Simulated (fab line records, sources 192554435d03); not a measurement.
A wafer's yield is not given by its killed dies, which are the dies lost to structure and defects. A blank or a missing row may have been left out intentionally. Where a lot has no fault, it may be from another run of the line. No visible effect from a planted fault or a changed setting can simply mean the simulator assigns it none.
Chamber matching / flow n5 finfet / N5_ILD0_CMP_03 on cmp-02: 4 sister chambers
The step polishes, stops on SiNx, t overpolish 1.9 s, target thk 197.38 nm. 4 wafers are shown with their chamber, then 7 later ones without.

WAFERS, EACH WITH ITS CHAMBER
wafer=L082.1; chamber=3; motor current A (A)=11.4
wafer=L083.5; chamber=0; motor current A (A)=12.9
wafer=L084.3; chamber=2; motor current A (A)=12.3
wafer=L084.4; chamber=1; motor current A (A)=13.2

WAFERS WHOSE CHAMBER IS MISSING
wafer=L084.6; motor current A (A)=13.4
wafer=L086.2; motor current A (A)=12.9
wafer=L086.3; motor current A (A)=12.8
wafer=L086.5; motor current A (A)=13.7
wafer=L087.3; motor current A (A)=13.9
wafer=L087.4; motor current A (A)=11.4
wafer=L087.5; motor current A (A)=13.2

WHICH CHAMBER EACH ONE RAN IN
wafer=L084.6; from the rows above=can't be placed: 1 or 0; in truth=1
wafer=L086.2; from the rows above=can't be placed: 0 or 1 or 2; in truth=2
wafer=L086.3; from the rows above=can't be placed: 0 or 1 or 2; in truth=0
wafer=L086.5; from the rows above=can't be placed: 1 or 0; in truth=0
wafer=L087.3; from the rows above=can't be placed: 1 or 0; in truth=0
wafer=L087.4; from the rows above=3; in truth=3
wafer=L087.5; from the rows above=can't be placed: 1 or 0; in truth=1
Placed correctly: 1 of 7. Not placeable from these rows: 6 (in 6, the candidates include the true chamber). Placed wrongly: 0.
How it was worked out, from the rows above alone: a wafer's distance from a chamber is the root of the sum, over the readings, of the square of ((its reading less the chamber's mean) divided by the reading's scatter). The wafer belongs to the nearest chamber; if the next one is less than 2 further off, it can't be placed. A chamber's mean is the mean of its shown wafers. The scatter: with one shown wafer a chamber, the root of the mean of the squares of how far each hidden wafer lies from its nearest shown one.
